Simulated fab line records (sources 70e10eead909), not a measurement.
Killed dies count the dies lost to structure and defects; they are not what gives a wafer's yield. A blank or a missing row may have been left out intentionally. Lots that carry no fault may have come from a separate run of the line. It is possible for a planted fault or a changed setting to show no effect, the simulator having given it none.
Chamber matching ; flow nand-harc ; NHARC_P_CONTACT_CMP_24 on cmp-03: 4 sister chambers
The step polishes, t overpolish 30 s, target thk 200 nm. 18 wafers are shown with their chamber, then 9 later ones without.

== WAFERS WITH THEIR CHAMBER ==
wafer;chamber;motor-current-A (A);time-to-endpoint-s (s);overpolish-run-s (s)
L075.2;2;12.0;41.7;29.984
L075.4;1;11.2;41.3;29.988
L075.6;3;12.0;38.9;30.012
L076.1;1;11.4;42.1;29.996
L076.2;3;11.5;42.2;29.987
L076.6;0;15.6;40.0;30.006
L077.1;0;14.1;37.0;30.002
L077.2;2;12.5;41.4;30.015
L077.5;2;12.7;40.3;30.020
L079.1;0;15.0;38.6;30.013
L079.3;2;12.5;41.4;30.003
L079.6;2;12.2;40.3;29.982
L078.2;3;11.8;38.6;30.002
L078.3;0;14.1;38.7;29.995
L078.4;2;12.3;41.8;30.007
L085.1;3;12.3;40.2;29.997
L085.4;0;14.9;38.8;29.997
L085.6;2;13.1;40.1;30.011

SIGNATURES, as means of the wafers listed above
reading;chamber 0;chamber 1;chamber 2;chamber 3;scatter within a chamber
motor-current-A;14.740;11.300;12.471;11.900;0.446
time-to-endpoint-s;38.620;41.700;41.000;39.975;1.07
overpolish-run-s;30.00260;29.99200;30.00314;29.99950;0.0116
Rule: for a wafer and a chamber, the distance is found by dividing, reading by reading, the gap between the wafer's reading and the chamber's mean by the reading's scatter, squaring, summing and taking the root. If the next closest chamber is less than 2 further off than the closest, the wafer can't be placed; otherwise it belongs to the closest. The scatter: the root of (the sum of the squares of (reading less its chamber's mean) over the shown wafers, divided by (wafers less chambers)).

== WAFERS MISSING THEIR CHAMBER ==
wafer;motor-current-A (A);time-to-endpoint-s (s);overpolish-run-s (s)
L086.1;10.7;40.3;29.983
L086.2;12.4;39.1;30.002
L086.4;14.9;35.6;29.981
L091.4;14.1;35.9;29.993
L091.5;15.0;37.6;30.005
L091.6;11.8;38.3;30.002
L095.1;12.7;40.2;30.015
L095.2;11.4;40.1;30.001
L095.3;12.0;37.8;30.011

== WHICH CHAMBER EACH ONE RAN IN ==
wafer;from the rows above;in truth
L086.1;can't be placed: 1 or 3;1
L086.2;can't be placed: 3 or 2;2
L086.4;0;0
L091.4;0;0
L091.5;0;0
L091.6;can't be placed: 3 or 2 or 1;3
L095.1;can't be placed: 2 or 3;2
L095.2;can't be placed: 3 or 1 or 2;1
L095.3;can't be placed: 3 or 2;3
Correct placement for 3 of the 9. Unplaceable from these rows: 6, with the true chamber sitting among the candidates in 6. Placed wrongly: 0.
